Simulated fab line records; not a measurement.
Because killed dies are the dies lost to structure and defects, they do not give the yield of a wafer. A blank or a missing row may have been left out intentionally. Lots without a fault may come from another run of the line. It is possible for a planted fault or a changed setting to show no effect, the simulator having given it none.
Matching of chambers	flow n5-finfet	N5_BEOL_M13_ETCH_38 on rie-diel-03: 4 sister chambers
The step etches SiCN in CF4/N2, target depth 67.5 nm, time 71.9 s. 8 wafers are shown with their chamber, then 7 later ones without.

WAFERS, EACH WITH ITS CHAMBER
wafer	chamber	showerhead-plenum-p-Torr (Torr)	oes-product-au (a.u.)
L079.1	2	2.26	0.68
L083.1	1	2.20	0.71
L083.4	1	2.20	0.71
L081.1	2	2.26	0.96
L081.3	0	2.22	0.76
L081.4	3	2.19	0.69
L090.2	0	2.22	0.76
L090.3	3	2.18	0.69

WAFERS WHOSE CHAMBER IS MISSING
wafer	showerhead-plenum-p-Torr (Torr)	oes-product-au (a.u.)
L090.5	2.22	0.76
L095.1	2.19	0.68
L095.4	2.18	0.69
L095.6	2.21	0.74
L096.2	2.25	0.93
L096.4	2.21	0.75
L096.5	2.21	0.74

WHICH CHAMBER EACH ONE RAN IN
wafer	from the rows above	in truth
L090.5	0	0
L095.1	can't be placed: 3 or 1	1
L095.4	3	3
L095.6	can't be placed: 0 or 1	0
L096.2	2	2
L096.4	can't be placed: 0 or 1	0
L096.5	can't be placed: 0 or 1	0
Placed correctly: 3 of 7. Can't be placed from these rows: 4 (the true chamber is among the candidates in 4). Placed wrongly: 0.
How it was worked out, from the rows above alone: a wafer's distance from a chamber is the root of the sum, over the readings, of the square of ((its reading less the chamber's mean) divided by the reading's scatter). The wafer belongs to the nearest chamber; if the next one is less than 2 further off, it can't be placed. For every chamber, the mean is computed from those of its wafers that are shown. How the scatter is found: for the shown wafers, subtract from each reading the mean of its chamber, square and add these, divide the total by (wafers less chambers), then take the root.
